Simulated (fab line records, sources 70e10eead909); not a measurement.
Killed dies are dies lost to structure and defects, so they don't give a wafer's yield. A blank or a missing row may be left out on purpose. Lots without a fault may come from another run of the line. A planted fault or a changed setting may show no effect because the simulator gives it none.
A struck lot beside a sound one | flow nand_harc | 14 steps out of a route of 1302
Sound: wafers L430.2, L430.5, L430.6. Struck: wafers L433.3, L433.4, L433.6. The cause comes at the end.
At each step with rows: each side's tool, then ch and its chambers, then its first start. Under that, the readings that differ: sound wafers | struck wafers | difference of the means | sigmas: that difference in standard deviations of wafers without a fault.
alike: readings whose means differ by less than 2 such deviations, and words and numbers that are the same on both sides. not compared: withheld readings, readings that some wafer has no value for, bounds like >300 that may hide the same value, and numbers for which the record gives no deviation and whose values overlap.
The two part at a step that has a row with sigmas, a row that says differs or no value, or rows on one side only. Numbers that don't overlap but have no deviation are shown without sigmas and don't part them. A reading that every wafer of one side lacks parts them only if that side has two wafers or more.

NHARC_A_M1_PRE_CLEAN_32: time 12 s.
  sound on pecvd-03 ch 1,2, day 25 06:21; struck on pecvd-01 ch 0,1,2, day 26 20:53
  alike: heater_power_w
NHARC_A_M1_DEP_33: deposits SiCN, target thk 30 nm.
  sound on pecvd-03 ch 1,2, day 25 06:29; struck on pecvd-01 ch 0,1,2, day 26 21:00
  alike: heater_power_w
NHARC_A_BONDPAD_DEP_00: deposits SiCN, target thk 250 nm.
  sound on pecvd-03 ch 0,1,2; struck on pecvd-04 ch 0,2, day 26 21:36
  alike: heater_power_w
NHARC_A_BONDPAD_CMP_29: polishes SiCN, target thk 200 nm.
  sound on cmp-02 ch 0,3, day 25 07:22; struck on cmp-02 ch 0,1,3, day 26 21:56
  alike: motor_current_A
  not compared: pad_life_wafers
NHARC_A_BONDPAD_THK_MEAS_30: measures by ellipsometry.
  sound on film_metro-01, day 25 07:37; struck on film_metro-02, day 26 22:10
  alike: thk_nm
then, 7 steps without rows for these wafers: NHARC_A_BONDPAD_SRD_31; NHARC_A_BONDPAD_DEHYDRATE_01 (time 120 s); NHARC_A_BONDPAD_HMDS_02 (time 30 s); NHARC_A_BONDPAD_COAT_33 (time 65 s); NHARC_A_BONDPAD_COAT_03 (resist thk 600 nm); NHARC_A_BONDPAD_SOFTBAKE_04 (time 70 s); NHARC_A_BONDPAD_EBR_05.
NHARC_A_BONDPAD_EXPOSE_06: exposes mask A BPAD.
  sound on krf_scanner-02 ch 0, day 25 08:02; struck on krf_scanner-02, day 26 22:28
  no value came back on the struck wafers for exposure_dose_mJ_cm2, focus_offset_nm (nm); on the sound wafers exposure_dose_mJ_cm2 reads 37.02 37.00 37.05
  alike: mask
then, 1 step without rows for these wafers: NHARC_A_BONDPAD_PEB_07 (peb time 80 s).

WHERE THEY PART
Only at NHARC_A_BONDPAD_EXPOSE_06, within this record.

WHY: what the simulator had put in
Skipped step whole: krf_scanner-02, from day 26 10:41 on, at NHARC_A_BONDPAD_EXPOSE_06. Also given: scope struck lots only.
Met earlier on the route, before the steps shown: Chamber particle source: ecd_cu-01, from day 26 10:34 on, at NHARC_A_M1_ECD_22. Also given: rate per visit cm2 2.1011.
